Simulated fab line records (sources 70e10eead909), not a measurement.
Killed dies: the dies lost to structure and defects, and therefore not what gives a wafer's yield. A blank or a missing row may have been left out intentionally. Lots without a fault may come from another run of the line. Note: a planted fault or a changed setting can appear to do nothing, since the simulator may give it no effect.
Matching of chambers / flow nand harc / NHARC_A_CHANNEL_FILL_D2_ALD_25 on ald hk-01: 4 sister chambers
The step deposits SiOx, target thk 60 nm, pulse time 10 s, ald cycles 600. 4 wafers are shown with their chamber, then 7 later ones without.

WAFERS WITH THEIR CHAMBER
wafer=L077.1; chamber=0; heater power w (W)=510
wafer=L086.5; chamber=1; heater power w (W)=548
wafer=L090.3; chamber=2; heater power w (W)=501
wafer=L090.5; chamber=3; heater power w (W)=421

WAFERS WITHOUT THEIR CHAMBER
wafer=L090.6; heater power w (W)=507
wafer=L091.1; heater power w (W)=437
wafer=L091.3; heater power w (W)=541
wafer=L091.4; heater power w (W)=497
wafer=L094.1; heater power w (W)=533
wafer=L094.3; heater power w (W)=429
wafer=L094.4; heater power w (W)=515

THE CHAMBER EACH PASSED THROUGH
wafer=L090.6; from the rows above=can't be placed: 0 or 2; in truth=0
wafer=L091.1; from the rows above=3; in truth=3
wafer=L091.3; from the rows above=1; in truth=1
wafer=L091.4; from the rows above=can't be placed: 2 or 0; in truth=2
wafer=L094.1; from the rows above=can't be placed: 1 or 0 or 2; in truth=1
wafer=L094.3; from the rows above=3; in truth=3
wafer=L094.4; from the rows above=can't be placed: 0 or 2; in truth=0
Correctly placed: 3 of 7. Can't be placed from these rows: 4 (the true chamber is among the candidates in 4). Placed wrongly: 0.
How it was worked out, from the rows above alone: a wafer's distance from a chamber is the root of the sum, over the readings, of the square of ((its reading less the chamber's mean) divided by the reading's scatter). If the next closest chamber is less than 2 further off than the closest, the wafer can't be placed; otherwise it belongs to the closest. Each chamber's mean is taken over the wafers shown for it. The scatter: root of mean squared gap, hidden wafer to nearest shown wafer, with one shown wafer a chamber.
